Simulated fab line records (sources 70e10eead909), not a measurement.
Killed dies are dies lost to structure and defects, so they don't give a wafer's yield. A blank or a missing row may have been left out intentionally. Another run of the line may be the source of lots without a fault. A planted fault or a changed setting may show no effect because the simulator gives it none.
fab line records -- flow nand-harc
record: lots: 7, wafers: 20, last-day: 33
route steps=1302 shown A_DECK1_JOINT@544 A_ONON_D2@545 END@1302
lots that met no fault: from a run of the same line without faults
start-h: the number of hours between the record's first day and the start of the first shown wafer of the lot -- wait-h: hours elapsed since this lot's preceding step -- " the same as in the row above -- L1.1+2: a row that stands for several wafers -- - no value, or no start given -- * or withheld: withheld -- < > ~ a bound
route shown NAME@n: names a module that has steps shown in the file, with the first one's number in the route -- usual: mean/standard deviation of fault-free wafers -- same: alike in all rows -- chamber/n: place in a boat -- sites: readings site by site -- _std_site: standard deviation across them -- _edge_site: the outer-site mean with the inner-site mean subtracted -- radius-mm: how far each site lies from the wafer's centre -- mask NAME#n: copy n -- behind: the most recent tool/chamber to have shaped the wafer -- hold: why the lot went on hold/how many hours it stayed there/how the hold came to an end -- device: which transistor (n, p or np) failed to switch -- end of line: the same wafers' tests at the end of the route -- where a step has no rows: the recipe by itself -- killed: dies lost to structure and defects at the first sort, not the wafer's yield -- map: dies across one wafer; x = killed, . = not, _ = none there
set.NAME: setting as actually run; set.NAME@STEP: the setting as run at that earlier step -- model.NAME: the simulator's own value behind a step, which no gauge read
lots at selected steps of the route; one table per step, one row per wafer
services: the hour from which a tool's chamber was out of use, counted from the record's first day as start-h (under 0 if before that day), plus the number of hours and why
== steps ==
step: NHARC_A_DECK1_JOINT_INSPECT_05
usual: raw-defect-count: 319/140
lot.wafer,tool,chamber,start-h,wait-h,raw-defect-count
L499.1,defect-inspect-02,-,301.72,0.1,822
L499.2,defect-inspect-02,-,301.72,0.1,906
L499.6,defect-inspect-02,-,301.72,0.1,405
L500.1,defect-inspect-01,-,308.10,0.0,310
L500.3,defect-inspect-01,-,308.10,0.0,252
L501.1,defect-inspect-02,-,315.46,0.0,260
L501.4,defect-inspect-02,-,315.46,0.0,369
L501.6,defect-inspect-02,-,315.46,0.0,294
L511.1,defect-inspect-02,-,430.81,0.0,257
L511.2,defect-inspect-02,-,430.81,0.0,424
L511.4,defect-inspect-02,-,430.81,0.0,338
L510.1,defect-inspect-02,-,430.98,0.0,534
L510.3,defect-inspect-02,-,430.98,0.0,401
L510.6,defect-inspect-02,-,430.98,0.0,417
L515.1,defect-inspect-01,-,465.69,0.0,278
L515.5,defect-inspect-01,-,465.69,0.0,196
L515.6,defect-inspect-01,-,465.69,0.0,271
L518.2,defect-inspect-01,-,497.86,0.0,382
L518.4,defect-inspect-01,-,497.86,0.0,552
L518.5,defect-inspect-01,-,497.86,0.0,414
step: NHARC_A_ONON_D2_DEP_00
recipe: target-thk-a: 10000, n2-flow-sccm: 2750, n2o-flow-sccm: 2000, nh3-flow-sccm: 500, sih4-flow-sccm: 210, temp-c: 400
step: NHARC_A_ONON_D2_THK_MEAS_02
recipe: thk-meas-gauge: ellipsometry
usual: thk-nm: 1003/12
lot.wafer,tool,chamber,start-h,wait-h,thk-nm
L499.1,film-metro-02,-,302.30,-,1008
L499.2,film-metro-02,-,302.30,-,1008
L499.6,film-metro-02,-,302.30,-,1008
L500.1,film-metro-01,-,308.68,-,1024
L500.3,film-metro-01,-,308.68,-,1025
L501.1,film-metro-02,-,316.05,-,1014
L501.4,film-metro-02,-,316.05,-,1012
L501.6,film-metro-02,-,316.05,-,1013
L511.1,film-metro-02,-,431.39,-,1010
L511.2,film-metro-02,-,431.39,-,1011
L511.4,film-metro-02,-,431.39,-,1009
L510.1,film-metro-02,-,431.56,-,1019
L510.3,film-metro-02,-,431.56,-,1022
L510.6,film-metro-02,-,431.56,-,1020
L515.1,film-metro-01,-,466.26,-,1005
L515.5,film-metro-01,-,466.26,-,1002
L515.6,film-metro-01,-,466.26,-,1003
L518.2,film-metro-02,-,498.44,-,1015
L518.4,film-metro-02,-,498.44,-,1017
L518.5,film-metro-02,-,498.44,-,1015
step: NHARC_A_ONON_D2_DEP_03
recipe: target-thk-a: 10000, n2-flow-sccm: 2750, n2o-flow-sccm: 2000, nh3-flow-sccm: 500, sih4-flow-sccm: 210, temp-c: 400
step: NHARC_A_ONON_D2_THK_MEAS_05
recipe: thk-meas-gauge: ellipsometry
usual: thk-nm: 997/9.4
lot.wafer,tool,chamber,start-h,wait-h,thk-nm
L499.1,film-metro-02,-,302.87,-,1006
L499.2,film-metro-02,-,302.87,-,1008
L499.6,film-metro-02,-,302.87,-,1005
L500.1,film-metro-01,-,309.24,-,985
L500.3,film-metro-01,-,309.24,-,984
L501.1,film-metro-01,-,316.75,-,998
L501.4,film-metro-01,-,316.75,-,1000
L501.6,film-metro-01,-,316.75,-,997
L511.1,film-metro-02,-,431.95,-,999
L511.2,film-metro-02,-,431.95,-,1000
L511.4,film-metro-02,-,431.95,-,1000
L510.1,film-metro-02,-,432.13,-,1003
L510.3,film-metro-02,-,432.13,-,1002
L510.6,film-metro-02,-,432.13,-,1003
L515.1,film-metro-01,-,466.83,-,995
L515.5,film-metro-01,-,466.83,-,995
L515.6,film-metro-01,-,466.83,-,997
L518.2,film-metro-01,-,499.01,-,1000
L518.4,film-metro-01,-,499.01,-,997
L518.5,film-metro-01,-,499.01,-,998
step: NHARC_A_ONON_D2_DEP_06
recipe: target-thk-a: 10000, n2-flow-sccm: 2750, n2o-flow-sccm: 2000, nh3-flow-sccm: 500, sih4-flow-sccm: 210, temp-c: 400
step: NHARC_A_ONON_D2_THK_MEAS_08
recipe: thk-meas-gauge: ellipsometry
usual: thk-nm: 1002/9.2
lot.wafer,tool,chamber,start-h,wait-h,thk-nm
L499.1,film-metro-02,-,303.43,-,996
L499.2,film-metro-02,-,303.43,-,996
L499.6,film-metro-02,-,303.43,-,996
L500.1,film-metro-02,-,309.81,-,1018
L500.3,film-metro-02,-,309.81,-,1018
L501.1,film-metro-01,-,317.45,-,1000
L501.4,film-metro-01,-,317.45,-,1001
L501.6,film-metro-01,-,317.45,-,1001
L511.1,film-metro-02,-,432.51,-,998
L511.2,film-metro-02,-,432.51,-,996
L511.4,film-metro-02,-,432.51,-,1000
L510.1,film-metro-01,-,432.70,-,1002
L510.3,film-metro-01,-,432.70,-,1002
L510.6,film-metro-01,-,432.70,-,1002
L515.1,film-metro-01,-,467.39,-,1009
L515.5,film-metro-01,-,467.39,-,1010
L515.6,film-metro-01,-,467.39,-,1013
L518.2,film-metro-02,-,499.57,-,1010
L518.4,film-metro-02,-,499.57,-,1010
L518.5,film-metro-02,-,499.57,-,1009
step: NHARC_A_ONON_D2_DEP_09
recipe: target-thk-a: 10000, n2-flow-sccm: 2750, n2o-flow-sccm: 2000, nh3-flow-sccm: 500, sih4-flow-sccm: 210, temp-c: 400
step: NHARC_A_ONON_D2_THK_MEAS_11
recipe: thk-meas-gauge: ellipsometry
usual: thk-nm: 997/9.6
lot.wafer,tool,chamber,start-h,wait-h,thk-nm
L499.1,film-metro-02,-,304.01,-,992
L499.2,film-metro-02,-,304.01,-,992
L499.6,film-metro-02,-,304.01,-,993
L500.1,film-metro-01,-,310.38,-,993
L500.3,film-metro-01,-,310.38,-,991
L501.1,film-metro-01,-,318.16,-,987
L501.4,film-metro-01,-,318.16,-,988
L501.6,film-metro-01,-,318.16,-,989
L511.1,film-metro-01,-,433.08,-,994
L511.2,film-metro-01,-,433.08,-,993
L511.4,film-metro-01,-,433.08,-,993
L510.1,film-metro-01,-,433.26,-,992
L510.3,film-metro-01,-,433.26,-,993
L510.6,film-metro-01,-,433.26,-,993
L515.1,film-metro-01,-,467.97,-,987
L515.5,film-metro-01,-,467.97,-,986
L515.6,film-metro-01,-,467.97,-,986
L518.2,film-metro-02,-,500.13,-,1011
L518.4,film-metro-02,-,500.13,-,1011
L518.5,film-metro-02,-,500.13,-,1010
step: NHARC_A_ONON_D2_DEP_12
recipe: target-thk-a: 10000, n2-flow-sccm: 2750, n2o-flow-sccm: 2000, nh3-flow-sccm: 500, sih4-flow-sccm: 210, temp-c: 400
step: NHARC_A_ONON_D2_THK_MEAS_14
recipe: thk-meas-gauge: ellipsometry
usual: thk-nm: 1002/10
lot.wafer,tool,chamber,start-h,wait-h,thk-nm
L499.1,film-metro-02,-,304.58,-,998
L499.2,film-metro-02,-,304.58,-,1000
L499.6,film-metro-02,-,304.58,-,998
L500.1,film-metro-02,-,310.94,-,1007
L500.3,film-metro-02,-,310.94,-,1006
L501.1,film-metro-01,-,318.86,-,1008
L501.4,film-metro-01,-,318.86,-,1009
L501.6,film-metro-01,-,318.86,-,1008
L511.1,film-metro-02,-,433.65,-,991
L511.2,film-metro-02,-,433.65,-,990
L511.4,film-metro-02,-,433.65,-,991
L510.1,film-metro-01,-,433.83,-,1003
L510.3,film-metro-01,-,433.83,-,1001
L510.6,film-metro-01,-,433.83,-,1004
L515.1,film-metro-01,-,468.53,-,1017
L515.5,film-metro-01,-,468.53,-,1020
L515.6,film-metro-01,-,468.53,-,1019
L518.2,film-metro-02,-,500.70,-,1011
L518.4,film-metro-02,-,500.70,-,1013
L518.5,film-metro-02,-,500.70,-,1011
step: NHARC_A_ONON_D2_ANNEAL_15
recipe: temp-c: 750, time-s: 3600
step: NHARC_A_ONON_D2_DEP_16
recipe: target-thk-a: 10000, n2-flow-sccm: 2750, n2o-flow-sccm: 2000, nh3-flow-sccm: 500, sih4-flow-sccm: 210, temp-c: 400
lot.wafer,tool,chamber,start-h,wait-h
L499.1+2+6,pecvd-onon-03,0,315.02,0.4
L500.1+3,pecvd-onon-03,0,315.37,0.7
L501.1+4+6,pecvd-onon-03,0,325.67,0.4
L511.1+2+4,pecvd-onon-02,0,442.35,0.4
L510.1+3+6,pecvd-onon-03,0,442.62,0.6
L515.1+5+6,pecvd-onon-03,0,475.77,0.4
L518.2+4+5,pecvd-onon-03,0,507.65,0.4
step: NHARC_A_ONON_D2_THK_MEAS_18
recipe: thk-meas-gauge: ellipsometry
usual: thk-nm: 1002/12
lot.wafer,tool,chamber,start-h,wait-h,thk-nm
L499.1,film-metro-02,-,315.53,-,1771
L499.2,film-metro-02,-,315.53,-,1771
L499.6,film-metro-02,-,315.53,-,986
L500.1,film-metro-01,-,315.88,-,1809
L500.3,film-metro-01,-,315.88,-,1022
L501.1,film-metro-02,-,326.18,-,1798
L501.4,film-metro-02,-,326.18,-,1013
L501.6,film-metro-02,-,326.18,-,1013
L511.1,film-metro-02,-,442.87,-,984
L511.2,film-metro-02,-,442.87,-,983
L511.4,film-metro-02,-,442.87,-,984
L510.1,film-metro-01,-,443.13,-,983
L510.3,film-metro-01,-,443.13,-,983
L510.6,film-metro-01,-,443.13,-,984
L515.1,film-metro-02,-,476.27,-,1004
L515.5,film-metro-02,-,476.27,-,1005
L515.6,film-metro-02,-,476.27,-,1004
L518.2,film-metro-02,-,508.11,-,1010
L518.4,film-metro-02,-,508.11,-,1010
L518.5,film-metro-02,-,508.11,-,1012
step: NHARC_A_ONON_D2_DEP_19
recipe: target-thk-a: 10000, n2-flow-sccm: 2750, n2o-flow-sccm: 2000, nh3-flow-sccm: 500, sih4-flow-sccm: 210, temp-c: 400
step: NHARC_END_SORT_01
recipe: temp-c: 25
usual: killed-at-array: 59/17, killed-at-other: 0.7/0.9, killed-at-periphery: 3.6/2.3, killed-dies: 63/18, killed-open: 3.4/1.9, killed-short: 2.6/1.7
same: gross-dies: 677
lot.wafer,tool,chamber,start-h,wait-h,killed-at-array,killed-at-other,killed-at-periphery,killed-dies,killed-open,killed-short
L499.1,prober-01,0,585.12,2.5,676,0,1,677,0,5
L499.2,prober-01,0,585.93,2.8,674,0,3,677,3,4
L499.6,prober-01,0,589.18,4.1,39,0,6,45,3,3
L500.1,prober-02,0,592.88,2.5,674,2,1,677,2,2
L501.1,prober-01,0,598.16,2.5,674,1,2,677,2,1
L501.4,prober-01,0,600.56,3.4,82,3,3,88,8,5
L501.6,prober-01,0,602.16,4.0,74,1,2,77,2,3
L510.1,prober-02,0,704.52,2.5,85,1,3,89,6,2
L510.3,prober-02,0,706.12,3.1,73,2,4,79,2,5
L510.6,prober-02,0,708.51,4.0,67,1,2,70,4,2
L511.1,prober-01,0,704.53,2.5,45,0,4,49,1,2
L511.2,prober-01,0,705.33,2.8,45,0,4,49,4,4
L511.4,prober-01,0,706.92,3.4,58,0,1,59,4,2
L518.2,prober-01,0,791.99,2.8,37,2,4,43,7,2
L518.4,prober-01,0,793.60,3.4,32,1,3,36,0,2
L518.5,prober-01,0,794.40,3.7,32,1,1,34,2,2
killed by level:class
L499.1 A_ONON_D2:area-dep=628 A_CHANNEL_HOLE_D2:chamber-film-flake=31 A_CHANNEL_HOLE_D1:chamber-film-flake=3 A_CHANNEL_FILL_D1:chamber-film-flake=3 A_CHANNEL_FILL_D1:geometric-particle:short=2 A_STAIRCASE:chamber-film-flake=2 A_CONTACT:chamber-film-flake=2 A_DECK1_JOINT:geometric-particle:short=1
L499.2 A_ONON_D2:area-dep=618 A_CHANNEL_HOLE_D2:chamber-film-flake=36 A_CHANNEL_HOLE_D1:chamber-film-flake=7 A_ONON_D1:geometric-particle:short=2 A_ONON_D2:geometric-particle:short=2 P_STI:chamber-film-flake=2 A_CHANNEL_FILL_D1:chamber-film-flake=2 P_M1:geometric-particle:open=1
L499.6 A_CHANNEL_HOLE_D2:chamber-film-flake=26 P_STI:chamber-film-flake=4 A_CHANNEL_FILL_D1:chamber-film-flake=2 A_WL_FILL:chamber-film-flake=2 A_CONTACT:chamber-film-flake=2 P_M0:geometric-particle:open=1 A_ONON_D1:geometric-particle:open=1 A_CHANNEL_HOLE_D1:geometric-particle:short=1
L500.1 A_ONON_D2:area-dep=631 A_CHANNEL_HOLE_D2:chamber-film-flake=29 A_CHANNEL_HOLE_D1:chamber-film-flake=3 A_CONTACT:chamber-film-flake=3 A_M1:chamber-film-flake=3 A_CHANNEL_HOLE_D1:geometric-particle:short=1 A_ONON_D2:geometric-particle:open=1 A_WL_FILL:geometric-particle:short=1
L501.1 A_ONON_D2:area-dep=605 A_CHANNEL_HOLE_D1:chamber-film-flake=33 A_SLIT:chamber-film-flake=21 A_CHANNEL_HOLE_D2:chamber-film-flake=9 A_CHANNEL_FILL_D1:chamber-film-flake=2 A_STAIRCASE:chamber-film-flake=2 P_M0:geometric-particle:short=1 P_M1:geometric-particle:open=1
L501.4 A_CHANNEL_HOLE_D1:chamber-film-flake=29 A_SLIT:chamber-film-flake=23 A_CHANNEL_HOLE_D2:chamber-film-flake=10 A_STAIRCASE:chamber-film-flake=4 THIN_TSV:chamber-film-flake=3 A_ONON_D2:geometric-particle:short=2 A_CHANNEL_FILL_D2:geometric-particle:open=2 A_SGD_CUT:geometric-particle:short=2
L501.6 A_CHANNEL_HOLE_D1:chamber-film-flake=32 A_SLIT:chamber-film-flake=24 A_CHANNEL_HOLE_D2:chamber-film-flake=5 A_STAIRCASE:chamber-film-flake=5 P_CONTACT:geometric-particle:short=1 P_M0:geometric-particle:open=1 A_CHANNEL_HOLE_D1:geometric-particle:short=1 A_CHANNEL_FILL_D2:geometric-particle:short=1
L510.1 A_CHANNEL_HOLE_D1:chamber-film-flake=36 A_SLIT:chamber-film-flake=34 A_CONTACT:chamber-film-flake=2 A_BLC:chamber-film-flake=2 P_M1:geometric-particle:open=1 A_ONON_D1:geometric-particle:open=1 A_DECK1_JOINT:geometric-particle:open=1 A_DECK1_JOINT:geometric-particle:short=1
L511.1 A_CHANNEL_HOLE_D2:chamber-film-flake=23 A_CHANNEL_HOLE_D1:chamber-film-flake=9 A_CONTACT:chamber-film-flake=4 A_STAIRCASE:chamber-film-flake=3 A_DECK1_JOINT:chamber-film-flake=2 P_GATE:geometric-particle:short=1 P_CONTACT:geometric-particle:open=1 A_CHANNEL_HOLE_D1:geometric-particle:short=1
L511.2 A_CHANNEL_HOLE_D2:chamber-film-flake=19 A_CHANNEL_HOLE_D1:chamber-film-flake=13 A_SLIT:chamber-film-flake=3 A_ONON_D2:geometric-particle:open=2 A_ONON_D2:geometric-particle:short=2 P_ZERO_WELL:chamber-film-flake=2 A_WL_FILL:chamber-film-flake=2 P_GATE:geometric-particle:short=1
L510.3 A_CHANNEL_HOLE_D1:chamber-film-flake=40 A_SLIT:chamber-film-flake=24 A_CHANNEL_FILL_D2:geometric-particle:short=3 P_CONTACT:chamber-film-flake=3 A_CHANNEL_FILL_D2:chamber-film-flake=3 P_M1:geometric-particle:open=1 A_CHANNEL_FILL_D1:geometric-particle:short=1 A_BLC:geometric-particle:open=1
L511.4 A_CHANNEL_HOLE_D2:chamber-film-flake=27 A_CHANNEL_HOLE_D1:chamber-film-flake=9 A_CONTACT:chamber-film-flake=8 A_WL_FILL:chamber-film-flake=5 A_CHANNEL_FILL_D1:geometric-particle:open=2 A_SLIT:chamber-film-flake=2 A_CHANNEL_FILL_D2:geometric-particle:short=2 P_GATE:geometric-particle:open=1
L510.6 A_CHANNEL_HOLE_D1:chamber-film-flake=33 A_SLIT:chamber-film-flake=24 A_CHANNEL_FILL_D2:chamber-film-flake=3 A_CHANNEL_FILL_D1:geometric-particle:short=1 A_CHANNEL_FILL_D1:geometric-particle:open=1 A_DECK1_JOINT:geometric-particle:open=1 A_CHANNEL_FILL_D2:geometric-particle:open=1 A_BLC:geometric-particle:short=1
L518.2 A_CHANNEL_HOLE_D1:chamber-film-flake=18 A_SLIT:chamber-film-flake=5 A_CHANNEL_FILL_D1:chamber-film-flake=3 A_CHANNEL_HOLE_D1:geometric-particle:open=2 P_STI:chamber-film-flake=2 A_CONTACT:chamber-film-flake=2 THIN_TSV:chamber-film-flake=2 P_CONTACT:geometric-particle:open=1
L518.4 A_CHANNEL_HOLE_D1:chamber-film-flake=16 A_SLIT:chamber-film-flake=10 A_CHANNEL_FILL_D1:chamber-film-flake=3 A_ONON_D1:geometric-particle:short=2 P_GATE:chamber-film-flake=2 P_BONDPAD:chamber-film-flake=1 A_CONTACT:chamber-film-flake=1 THIN_TSV:chamber-film-flake=1
L518.5 A_CHANNEL_HOLE_D1:chamber-film-flake=18 A_SLIT:chamber-film-flake=7 A_STAIRCASE:chamber-film-flake=2 A_CHANNEL_HOLE_D1:geometric-particle:open=1 A_WL_FILL:geometric-particle:short=1 A_CONTACT:geometric-particle:open=1 A_M1:geometric-particle:short=1 P_BONDPAD:chamber-film-flake=1
map L499.1 (x killed, . not)
____________x____________
_________xxxxxxx_________
_______xxxxxxxxxxx_______
______xxxxxxxxxxxxx______
_____xxxxxxxxxxxxxxx_____
____xxxxxxxxxxxxxxxxx____
____xxxxxxxxxxxxxxxxx____
___xxxxxxxxxxxxxxxxxxx___
___xxxxxxxxxxxxxxxxxxx___
__xxxxxxxxxxxxxxxxxxxxx__
__xxxxxxxxxxxxxxxxxxxxx__
_xxxxxxxxxxxxxxxxxxxxxxx_
_xxxxxxxxxxxxxxxxxxxxxxx_
_xxxxxxxxxxxxxxxxxxxxxxx_
_xxxxxxxxxxxxxxxxxxxxxxx_
_xxxxxxxxxxxxxxxxxxxxxxx_
xxxxxxxxxxxxxxxxxxxxxxxxx
xxxxxxxxxxxxxxxxxxxxxxxxx
xxxxxxxxxxxxxxxxxxxxxxxxx
xxxxxxxxxxxxxxxxxxxxxxxxx
xxxxxxxxxxxxxxxxxxxxxxxxx
_xxxxxxxxxxxxxxxxxxxxxxx_
_xxxxxxxxxxxxxxxxxxxxxxx_
_xxxxxxxxxxxxxxxxxxxxxxx_
_xxxxxxxxxxxxxxxxxxxxxxx_
_xxxxxxxxxxxxxxxxxxxxxxx_
__xxxxxxxxxxxxxxxxxxxxx__
__xxxxxxxxxxxxxxxxxxxxx__
___xxxxxxxxxxxxxxxxxxx___
___xxxxxxxxxxxxxxxxxxx___
____xxxxxxxxxxxxxxxxx____
____xxxxxxxxxxxxxxxxx____
_____xxxxxxxxxxxxxxx_____
______xxxxxxxxxxxxx______
_______xxxxxxxxxxx_______
_________xxxxxxx_________
____________x____________
map L500.1 (x killed, . not)
____________x____________
_________xxxxxxx_________
_______xxxxxxxxxxx_______
______xxxxxxxxxxxxx______
_____xxxxxxxxxxxxxxx_____
____xxxxxxxxxxxxxxxxx____
____xxxxxxxxxxxxxxxxx____
___xxxxxxxxxxxxxxxxxxx___
___xxxxxxxxxxxxxxxxxxx___
__xxxxxxxxxxxxxxxxxxxxx__
__xxxxxxxxxxxxxxxxxxxxx__
_xxxxxxxxxxxxxxxxxxxxxxx_
_xxxxxxxxxxxxxxxxxxxxxxx_
_xxxxxxxxxxxxxxxxxxxxxxx_
_xxxxxxxxxxxxxxxxxxxxxxx_
_xxxxxxxxxxxxxxxxxxxxxxx_
xxxxxxxxxxxxxxxxxxxxxxxxx
xxxxxxxxxxxxxxxxxxxxxxxxx
xxxxxxxxxxxxxxxxxxxxxxxxx
xxxxxxxxxxxxxxxxxxxxxxxxx
xxxxxxxxxxxxxxxxxxxxxxxxx
_xxxxxxxxxxxxxxxxxxxxxxx_
_xxxxxxxxxxxxxxxxxxxxxxx_
_xxxxxxxxxxxxxxxxxxxxxxx_
_xxxxxxxxxxxxxxxxxxxxxxx_
_xxxxxxxxxxxxxxxxxxxxxxx_
__xxxxxxxxxxxxxxxxxxxxx__
__xxxxxxxxxxxxxxxxxxxxx__
___xxxxxxxxxxxxxxxxxxx___
___xxxxxxxxxxxxxxxxxxx___
____xxxxxxxxxxxxxxxxx____
____xxxxxxxxxxxxxxxxx____
_____xxxxxxxxxxxxxxx_____
______xxxxxxxxxxxxx______
_______xxxxxxxxxxx_______
_________xxxxxxx_________
____________x____________
== services ==
tool,chamber,start-h,hours,kind
pecvd-onon-02,-,366.31,13.0,pm
pecvd-onon-03,-,408.18,13.0,pm
== key ==
first-sign: step: NHARC_A_ONON_D2_THK_MEAS_18, reading: thk-nm, direction: up, sigmas: 67, usual: 1002, struck: 1787
effect: step: NHARC_END_SORT_01, reading: killed-at-array, direction: up, sigmas: 36, usual: 59, struck: 674
more-kills-born-at: NHARC_A_ONON_D2_DEP_16@pecvd-onon-03: 2482
met-at NHARC_A_ONON_D2_DEP_16
struck-wafers L499.1,L499.2,L500.1,L501.1
later-rows-left-out L499.1,L499.2,L500.1,L501.1
tester-left-out L499,L500,L501
fault: kind: process-parameter-drift, tool: pecvd-onon-03, chamber: -, onset-h: 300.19, steps: NHARC_A_ONON_D2_DEP_16, channel: target-thk-a, offset: *, shape: step, end-h: 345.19, scope: struck-wafers-only, acts-in: *, stated: *
tester-left-out: of these lots the tester's yield and bins aren't shown, on N5 and GAA mostly nor the transistor test; their killed dies are dies lost to structure and defects alone, not to doping, threshold or leakage, so they don't give the yield
later-rows-left-out: the simulator's readings of these wafers behind a module that went badly wrong aren't trusted and aren't shown, but for the sort
